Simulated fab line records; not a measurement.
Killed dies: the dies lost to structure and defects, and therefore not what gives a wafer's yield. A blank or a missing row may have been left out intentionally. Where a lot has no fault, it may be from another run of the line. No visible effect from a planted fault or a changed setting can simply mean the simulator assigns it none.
Chamber matching :: flow n5-finfet :: uv-cure-01 running N5_BEOL_M6_CURE_74: 3 sister chambers
The step cures SiCOH lowk, time 240 s. 6 wafers are shown with their chamber, then 11 later ones without.

EACH WAFER AND ITS CHAMBER
wafer: L084.2
chamber: 2
wafer_temp_C_max: 387.1
lamp-power-pct (%): 52.31

wafer: L084.4
chamber: 2
wafer_temp_C_max: 386.7
lamp-power-pct (%): 52.29

wafer: L085.5
chamber: 1
wafer_temp_C_max: 386.0
lamp-power-pct (%): 52.23

wafer: L085.6
chamber: 1
wafer_temp_C_max: 386.0
lamp-power-pct (%): 52.32

wafer: L092.6
chamber: 0
wafer_temp_C_max: 386.4
lamp-power-pct (%): 52.25

wafer: L091.1
chamber: 0
wafer_temp_C_max: 386.7
lamp-power-pct (%): 52.35

WAFERS WHOSE CHAMBER IS MISSING
wafer: L091.4
wafer_temp_C_max: 386.5
lamp-power-pct (%): 52.29

wafer: L091.5
wafer_temp_C_max: 386.4
lamp-power-pct (%): 52.28

wafer: L091.2
wafer_temp_C_max: 386.2
lamp-power-pct (%): 52.31

wafer: L091.3
wafer_temp_C_max: 386.9
lamp-power-pct (%): 52.35

wafer: L091.6
wafer_temp_C_max: 386.9
lamp-power-pct (%): 52.27

wafer: L095.1
wafer_temp_C_max: 387.1
lamp-power-pct (%): 52.34

wafer: L095.5
wafer_temp_C_max: 386.4
lamp-power-pct (%): 52.31

wafer: L095.6
wafer_temp_C_max: 386.2
lamp-power-pct (%): 52.25

wafer: L096.1
wafer_temp_C_max: 386.9
lamp-power-pct (%): 52.37

wafer: L096.2
wafer_temp_C_max: 386.6
lamp-power-pct (%): 52.28

wafer: L096.6
wafer_temp_C_max: 386.9
lamp-power-pct (%): 52.40

EACH ONE'S CHAMBER
wafer: L091.4
from the rows above: can't be placed: 0 or 2
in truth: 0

wafer: L091.5
from the rows above: can't be placed: 0 or 1 or 2
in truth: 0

wafer: L091.2
from the rows above: can't be placed: 1 or 0
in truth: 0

wafer: L091.3
from the rows above: can't be placed: 2 or 0
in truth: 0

wafer: L091.6
from the rows above: can't be placed: 2 or 0
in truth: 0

wafer: L095.1
from the rows above: can't be placed: 2 or 0
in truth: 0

wafer: L095.5
from the rows above: can't be placed: 0 or 1 or 2
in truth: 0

wafer: L095.6
from the rows above: can't be placed: 1 or 0
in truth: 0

wafer: L096.1
from the rows above: can't be placed: 2 or 0
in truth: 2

wafer: L096.2
from the rows above: can't be placed: 0 or 2
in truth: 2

wafer: L096.6
from the rows above: can't be placed: 2 or 0
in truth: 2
Placed correctly: 0 of 11. From these rows, 11 cannot be placed; in 11 the true chamber is one of the candidates. Number placed wrongly: 0.
How it was worked out, from the rows above alone: a wafer's distance from a chamber is the root of the sum, over the readings, of the square of ((its reading less the chamber's mean) divided by the reading's scatter). If the next closest chamber is less than 2 further off than the closest, the wafer can't be placed; otherwise it belongs to the closest. For every chamber, the mean is computed from those of its wafers that are shown. How the scatter is found: for the shown wafers, subtract from each reading the mean of its chamber, square and add these, divide the total by (wafers less chambers), then take the root.
